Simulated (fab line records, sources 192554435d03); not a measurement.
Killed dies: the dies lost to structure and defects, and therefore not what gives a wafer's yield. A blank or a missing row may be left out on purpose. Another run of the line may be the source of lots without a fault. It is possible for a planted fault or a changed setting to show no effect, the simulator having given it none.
One fault through the eyes of 2 desks    flow n5_finfet    numbers are kept per desk, each desk with only its own; the story behind them comes last

== AT THE METROLOGY DESK ==
Means of the sampled wafers that have a number, per lot and without regard to the tool the lot ran on: this is what the gauges read. Any lot whose mean is over 4 standard deviations away from the usual mean is out of limits and marked OUT; that distance is given in the brackets. It has 11 readings; the 7 that lie furthest out on some lot are the ones shown.
Columns: A = M4_ILD_THK at N5_BEOL_M4_THK_MEAS_01, usual 79.3 nm; B = DIBL_P at N5_BEOL_M4_RC_MEAS_101, usual 36.7 mV/V; C = ION_P at N5_BEOL_M4_RC_MEAS_101, usual 463 uA/um; D = SS_N at N5_BEOL_M4_RC_MEAS_101, usual 71.7 mV/dec; E = SS_P at N5_BEOL_M4_RC_MEAS_101, usual 73.3 mV/dec; F = VT_N at N5_BEOL_M4_RC_MEAS_101, usual 249 mV; G = VT_P at N5_BEOL_M4_RC_MEAS_101, usual -249 mV
lot   first seen here  A     B     C    D     E     F    G
L978  day 8 18:53      81.0  37.0  458  72.2  73.1  246  -250
L980  day 9 07:32      78.4  37.6  454  71.8  73.8  247  -253
L986  day 11 10:55     79.4  37.6  464  71.5  73.3  251  -248
L988  day 11 12:53     80.1  37.0  471  71.2  73.1  247  -252
L990  day 12 06:52     79.7  35.2  459  70.9  72.6  253  -252
L991  day 12 15:40     78.8  35.5  464  71.5  72.8  252  -249
L992  day 12 23:01     79.1  39.8  466  72.4  74.2  250  -250
L995  day 13 08:40     78.5  34.6  465  71.8  72.5  250  -247
L994  day 13 14:04     77.9  37.1  459  71.8  73.3  249  -250
This desk's verdict: no lot among the 9 shows anything out of limits.

== FOR THE TOOL OWNER'S DESK: rie_diel-04 ==
The tool's own readings at N5_BEOL_M4_ETCH_74 (etches underlayer in N2/H2, target depth 6.5 nm, time 5.2 s): means of the sampled wafers that have a number, for each lot that ran on this tool. Any lot whose mean is over 4 standard deviations away from the usual mean is out of limits and marked OUT; that distance is given in the brackets.
Columns: A = drypump_motor_current_A at N5_BEOL_M4_ETCH_74, usual 5.9 A; B = etch_rf_on_time_s at N5_BEOL_M4_ETCH_74, usual 5.23 s; C = oes_product_au at N5_BEOL_M4_ETCH_74, usual 0.64 a.u.; D = rf_vpp_V at N5_BEOL_M4_ETCH_74, usual 523.5 V; E = showerhead_plenum_p_Torr at N5_BEOL_M4_ETCH_74, usual 2.54 Torr; F = throttle_valve_pct at N5_BEOL_M4_ETCH_74, usual 17.83 %
lot   first seen here  A    B                C     D      E     F
L978  day 8 20:49      6.2  5.17             0.59  525.6  2.58  17.83
L986  day 11 13:00     6.5  5.35             0.58  524.4  2.58  17.85
L988  day 11 14:51     6.5  4.06 (-9.7) OUT  0.69  524.2  2.58  17.90
L990  day 12 08:26     6.2  4.63 (-5.0) OUT  0.77  522.5  2.55  17.60
This desk's finding: out of limits on L988, L990; first on L988, day 11 14:51 (etch_rf_on_time_s at N5_BEOL_M4_ETCH_74). Within limits: L978, L986.

== BROUGHT TOGETHER ==
At day 11 14:51, on L988, L990, the tool owner's desk was in a position to raise an alarm.
From the metrology desk's view, nothing was out of limits.
The metrology desk has L988, L990 on record, within its limits.
N5_BEOL_M4_ETCH_74 was run on rie_diel-04 by each of the lots named.

== WHAT THE SIMULATOR PUT IN ==
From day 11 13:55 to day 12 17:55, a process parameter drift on rie_diel-04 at N5_BEOL_M4_ETCH_74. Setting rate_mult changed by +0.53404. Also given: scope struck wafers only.
Struck lots among those shown: L988, L990.
How many hours passed from the start of the fault until each desk's first out-of-limits reading: the tool owner's desk, 1.
